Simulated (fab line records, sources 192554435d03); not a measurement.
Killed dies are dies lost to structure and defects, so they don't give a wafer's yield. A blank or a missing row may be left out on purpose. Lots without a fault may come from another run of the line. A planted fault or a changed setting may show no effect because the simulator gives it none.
A struck lot beside a sound one | flow n5_finfet | 14 steps out of a route of 1938
Sound: wafers L804.1, L804.3, L804.6. Struck: wafers L818.3, L818.5. (L818.6 of the same lot was not struck and is left out.) The cause comes at the end.
At each step with rows: each side's tool, then ch and its chambers, then its first start. Under that, the readings that differ: sound wafers | struck wafers | difference of the means | sigmas: that difference in standard deviations of wafers without a fault.
alike: readings whose means differ by less than 2 such deviations, and words and numbers that are the same on both sides. not compared: withheld readings, readings that some wafer has no value for, bounds like >300 that may hide the same value, and numbers for which the record gives no deviation and whose values overlap.
The two part at a step that has a row with sigmas, a row that says differs or no value, or rows on one side only. Numbers that don't overlap but have no deviation are shown without sigmas and don't part them. A reading that every wafer of one side lacks parts them only if that side has two wafers or more.

first, 8 steps without rows for these wafers: N5_MIM_TOP_LITHO_HMDS_01 (time 60 s); N5_MIM_TOP_LITHO_COAT_02; N5_MIM_TOP_LITHO_EBR_04; N5_MIM_TOP_LITHO_SOFTBAKE_03 (time 90 s); N5_MIM_TOP_LITHO_EXPOSE_05 (exposes mask MIM TOP, target cd 2000 nm); N5_MIM_TOP_LITHO_PEB_06; N5_MIM_TOP_LITHO_DEVELOP_07 (develop time 60 s); N5_MIM_TOP_LITHO_HARDBAKE_09 (time 120 s).
N5_MIM_TOP_LITHO_CD_MEAS_08: target cd 2000 nm.
  sound on cd_sem-02 ch 0, day 11 21:41; struck on cd_sem-02 ch 0, day 16 00:01
  alike: cd_nm
N5_MIM_TOP_LITHO_OVL_MEAS_11:
  sound on overlay-01 ch 0, day 11 21:43; struck on overlay-02 ch 0, day 16 00:03
  reading          | sound    | struck | difference | sigmas
  MIM_TOP_OVL (nm) | 15 18 23 | -3 4   | -18        | -3
N5_MIM_TOP_LITHO_INSPECT_12: inspects for defects (macro).
  sound on defect_inspect-01, day 11 21:44; struck on defect_inspect-01, day 16 00:04
  alike: raw_defect_count
N5_MIM_TOP_LITHO_DESCUM_10: chemistry O2, time 7.9 s.
  sound on rie_diel-01 ch 0,1,3, day 11 21:50; struck on rie_diel-02 ch 0,2, day 16 00:07
  reading               | sound          | struck    | difference | sigmas
  oes_product_au (a.u.) | 0.91 0.97 0.89 | 0.68 0.79 | -0.19      | -2
  alike: drypump_motor_current_A, rf_fwd_power_W, rf_vpp_V, showerhead_plenum_p_Torr, throttle_valve_pct
  not compared: rf_hours_counter_h
N5_MIM_TOP_ETCH_ETCH_00: etches TiN in Cl2/BCl3, target depth 38.5 nm.
  sound on rie_metal-03 ch 0,1, day 11 21:56; struck on rie_metal-03 ch 0,1, day 16 00:14
  reading                                  | sound             | struck      | difference | sigmas
  oes_product_au (a.u.)                    | 0.90 0.90 0.76    | 1.04 1.21   | +0.27      | +4
  model.etch.depth_nm (nm)                 | 38.73 38.68 39.51 | 64.23 64.07 | +25.18     |
  model.MIM_TOP_ETCH.feature_depth_nm (nm) | 38.8 38.6 39.6    | 64.2 64     | +25.1      |
  alike: bias_w, drypump_motor_current_A, mfc_cl2_sccm, oes_ar_750_au, rf_fwd_power_W, throttle_valve_pct
  not compared: rf_hours_counter_h, model.coat_of_MIM_TOP_LITHO_COAT_02.thk_nm
N5_MIM_TOP_ETCH_STRIP_01: strips in O2.
  sound on rie_diel-03 ch 2,3, day 11 22:04; struck on rie_diel-05 ch 0,1, day 16 00:20
  alike: drypump_motor_current_A, oes_product_au, rf_vpp_V, showerhead_plenum_p_Torr, throttle_valve_pct
  not compared: rf_hours_counter_h

WHERE THEY PART
First at N5_MIM_TOP_LITHO_OVL_MEAS_11; last, within this record, at N5_MIM_TOP_ETCH_ETCH_00. Later steps at which nothing parts them and some readings are alike: N5_MIM_TOP_ETCH_STRIP_01.

WHY: what the simulator had put in
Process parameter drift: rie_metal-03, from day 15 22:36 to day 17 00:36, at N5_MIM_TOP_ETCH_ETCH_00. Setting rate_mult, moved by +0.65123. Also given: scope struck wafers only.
